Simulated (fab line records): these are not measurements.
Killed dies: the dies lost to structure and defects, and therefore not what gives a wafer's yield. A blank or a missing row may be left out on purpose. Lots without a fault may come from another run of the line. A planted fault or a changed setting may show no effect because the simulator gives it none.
What tool caused it? ; flow nand_harc ; 13 lots, 39 wafers sampled, at 7 steps of a route of 1159

WHAT EACH GAUGE READ, for each wafer
NHARC_A_STAIRCASE_INSPECT_155. Usual: raw_defect_count 379, standard deviation 120.
lot;measured;on;raw_defect_count;flag
L245;day 13 12:07;defect_inspect-02;493 378 280;
L247;day 14 01:41;defect_inspect-01;218 268 401;
L246;day 14 12:02;defect_inspect-02;529 615 511;
L249;day 14 12:11;defect_inspect-02;386 332 561;
L254;day 16 02:18;defect_inspect-01;1905 1425 1599;OFF
L258;day 17 05:25;defect_inspect-02;536 247 386;
L260;day 17 07:43;defect_inspect-02;359 440 426;
L257;day 17 08:10;defect_inspect-01;1704 1523 1605;OFF
L261;day 17 18:28;defect_inspect-01;569 407 378;
L263;day 18 06:52;defect_inspect-02;379 381 459;
L266;day 18 16:38;defect_inspect-01;387 349 372;
L267;day 19 16:21;defect_inspect-01;217 294 230;
L268;day 19 16:37;defect_inspect-01;335 413 431;

NHARC_A_SGD_CUT_CD_MEAS_09 targets a cd of 100 nm. Usual: cd_nm 100.2 nm, standard deviation 0.67.
lot;measured;on;cd_nm (nm);flag
L245;day 13 12:56;cd_sem-02;101.0 99.7 100.9;
L247;day 14 02:34;cd_sem-02;100.5 100.0 100.2;
L246;day 14 12:50;cd_sem-02;99.9 99.7 99.5;
L249;day 14 13:04;cd_sem-01;99.6 99.5 100.5;
L254;day 16 03:05;cd_sem-03;100.2 99.9 100.3;
L258;day 17 06:23;cd_sem-03;101.0 99.6 101.3;
L260;day 17 08:23;cd_sem-03;100.9 100.0 99.6;
L257;day 17 08:58;cd_sem-03;101.0 101.0 100.5;
L261;day 17 19:09;cd_sem-03;100.2 98.8 99.0;
L263;day 18 07:40;cd_sem-03;100.4 99.6 100.8;
L266;day 18 17:26;cd_sem-03;100.1 100.8 100.3;
L267;day 19 17:08;cd_sem-03;100.8 100.9 100.5;
L268;day 19 17:25;cd_sem-02;101.2 100.6 99.9;

NHARC_A_SGD_CUT_OVL_MEAS_10. Usual: overlay_x_nm 0.0 nm, standard deviation 0.61; overlay_y_nm -0.1 nm, standard deviation 0.69.
lot;measured;on;overlay_x_nm (nm);overlay_y_nm (nm);flag
L245;day 13 13:02;overlay-01;-0.2 -0.4 -0.1;0.4 0.7 0.2;
L247;day 14 02:39;overlay-02;0.0 -0.1 0.2;-1.7 -1.2 -1.5;
L246;day 14 12:55;overlay-02;1.0 1.1 0.8;0.4 0.6 0.4;
L249;day 14 13:10;overlay-02;-0.2 0.0 0.0;-0.5 0.0 -0.9;
L254;day 16 03:11;overlay-01;0.1 -0.3 0.4;0.7 0.8 0.8;
L258;day 17 06:29;overlay-02;0.4 0.2 0.4;-0.7 -0.7 -1.0;
L260;day 17 08:29;overlay-02;-0.2 -0.7 -0.1;0.3 1.0 1.1;
L257;day 17 09:03;overlay-01;0.7 0.2 -0.2;0.1 -0.4 0.2;
L261;day 17 19:15;overlay-01;-0.1 0.4 0.5;-0.1 0.0 0.2;
L263;day 18 07:45;overlay-02;-1.2 -0.5 -1.2;-0.4 -0.7 -0.5;
L266;day 18 17:32;overlay-01;0.2 0.5 0.2;0.4 0.0 0.3;
L267;day 19 17:14;overlay-02;-0.6 -1.0 -0.6;-1.4 -0.8 -0.6;
L268;day 19 17:30;overlay-01;0.2 0.3 0.2;-0.2 -0.4 0.0;

NHARC_A_SGD_CUT_INSPECT_11. Usual: raw_defect_count 18, standard deviation 9.2.
lot;measured;on;raw_defect_count;flag
L245;day 13 13:04;defect_inspect-02;18 24 18;
L247;day 14 02:41;defect_inspect-01;23 25 24;
L246;day 14 12:58;defect_inspect-02;6 8 8;
L249;day 14 13:12;defect_inspect-01;10 8 7;
L254;day 16 03:13;defect_inspect-01;1271 1243 1315;OFF
L258;day 17 06:31;defect_inspect-02;13 13 8;
L260;day 17 08:31;defect_inspect-02;23 32 26;
L257;day 17 09:05;defect_inspect-01;1272 1247 1230;OFF
L261;day 17 19:17;defect_inspect-02;11 13 16;
L263;day 18 07:47;defect_inspect-02;12 14 11;
L266;day 18 17:34;defect_inspect-01;29 30 38;
L267;day 19 17:16;defect_inspect-01;18 23 16;
L268;day 19 17:32;defect_inspect-01;13 17 10;

NHARC_END_SORT_01. Usual: killed_at_array 28, standard deviation 10; killed_at_other 0.6, standard deviation 1.1; killed_at_periphery 3.6, standard deviation 2.6; killed_dies 32, standard deviation 10; killed_open 3.3, standard deviation 1.8; killed_short 1.9, standard deviation 1.4.
lot;measured;on;killed_at_array;killed_at_other;killed_at_periphery;killed_dies;killed_open;killed_short;flag
L254;day 22 01:18;prober-01;558 562 574;1 2 1;0 4 0;559 568 575;1 1 2;1 3 0;OFF
L257;day 22 09:44;prober-02;576 568 563;0 0 0;1 1 0;577 569 563;0 0 1;0 0 0;OFF

TOOL THAT RAN EACH LOT (tool first, then ch and the chambers of the sampled wafers, then the start)
lot;NHARC_A_STAIRCASE_DEP_471;NHARC_A_STAIRCASE_CMP_472
L245;pecvd-04 ch 0,1,2, day 13 11:33;cmp-02 ch 0,1, day 13 11:47
L247;pecvd-01 ch 1,2, day 14 01:04;cmp-04 ch 0,1,2, day 14 01:25
L246;pecvd-01 ch 1,2, day 14 11:20;cmp-02 ch 0,2, day 14 11:44
L249;pecvd-03 ch 0,1,2, day 14 11:34;cmp-04 ch 1,2, day 14 11:50
L254;pecvd-03 ch 0,1, day 16 01:41;cmp-04 ch 1,2,3, day 16 01:59
L258;pecvd-01 ch 0,2, day 17 04:51;cmp-03 ch 1,2, day 17 05:04
L260;pecvd-01 ch 0,1,2, day 17 07:06;cmp-03 ch 1,2, day 17 07:22
L257;pecvd-01 ch 1,2, day 17 07:28;cmp-04 ch 0,1,3, day 17 07:49
L261;pecvd-03 ch 0,2, day 17 17:46;cmp-03 ch 0,2, day 17 18:07
L263;pecvd-01 ch 0,1,2, day 18 06:15;cmp-02 ch 1,2,3, day 18 06:31
L266;pecvd-04 ch 0,1,2, day 18 16:01;cmp-02 ch 0,1,3, day 18 16:21
L267;pecvd-04 ch 0,1,2, day 19 15:46;cmp-04 ch 0,2,3, day 19 16:02
L268;pecvd-03 ch 0,1, day 19 16:02;cmp-04 ch 0,1,2, day 19 16:18
- NHARC_A_STAIRCASE_DEP_471: deposits SiO2, target thk 100 nm.
- NHARC_A_STAIRCASE_CMP_472: polishes SiO2.

AS READ BY THE TOOLS THEMSELVES (means over the sampled wafers that have a number; for cases with no such wafer, the mark the record gives instead)
NHARC_A_STAIRCASE_DEP_471. Usual: heater_power_outer_w 314 W, standard deviation 69; heater_power_w 570 W, standard deviation 100; throttle_valve_pct 16.1 %, standard deviation 0.44.
lot;tool;heater_power_outer_w (W);heater_power_w (W);throttle_valve_pct (%);flag
L245;pecvd-04;375;680;16.5;
L247;pecvd-01;272;497;15.6;
L246;pecvd-01;260;505;16.0;
L249;pecvd-03;291;526;15.6;
L254;pecvd-03;342;570;15.8;
L258;pecvd-01;330;548;15.8;
L260;pecvd-01;292;523;16.1;
L257;pecvd-01;253;510;16.1;
L261;pecvd-03;284;532;15.9;
L263;pecvd-01;277;495;16.3;
L266;pecvd-04;329;610;15.9;
L267;pecvd-04;368;660;16.1;
L268;pecvd-03;362;607;16.1;

NHARC_A_STAIRCASE_CMP_472. Usual: motor_current_A 12.1 A, standard deviation 1.5.
lot;tool;motor_current_A (A);flag
L245;cmp-02;11.8;
L247;cmp-04;12.8;
L246;cmp-02;10.2;
L249;cmp-04;11.4;
L254;cmp-04;10.9;
L258;cmp-03;14.2;
L260;cmp-03;14.1;
L257;cmp-04;11.6;
L261;cmp-03;12.2;
L263;cmp-02;10.5;
L266;cmp-02;11.2;
L267;cmp-04;12.4;
L268;cmp-04;12.1;

THE ANSWER, worked out from the rows above alone
Rule: a lot counts as off when the mean over its wafers that have a number is more than 3 standard deviations away from the usual mean. A lot without any number at a reading at which 4 lots or more have one is off too. All remaining lots with rows at the step are treated as sound. First the gauges in route order, then the tools' own readings, where a lot's mean is used as printed above. At the first step where some lot is off, the reading lying furthest off is the one used; lots without a number count as furthest.
Off, at NHARC_A_STAIRCASE_INSPECT_155 on raw_defect_count: L254, L257.
A tool fits if, at a process step before that reading, it ran every lot that is off, and no sound lot after the first of them. The gauges at NHARC_A_STAIRCASE_INSPECT_155 aren't tried: what is off there is off at NHARC_END_SORT_01 too, on other tools, and a gauge's error can't cause that. None of those tried fits.

WHAT THE SIMULATOR PUT IN
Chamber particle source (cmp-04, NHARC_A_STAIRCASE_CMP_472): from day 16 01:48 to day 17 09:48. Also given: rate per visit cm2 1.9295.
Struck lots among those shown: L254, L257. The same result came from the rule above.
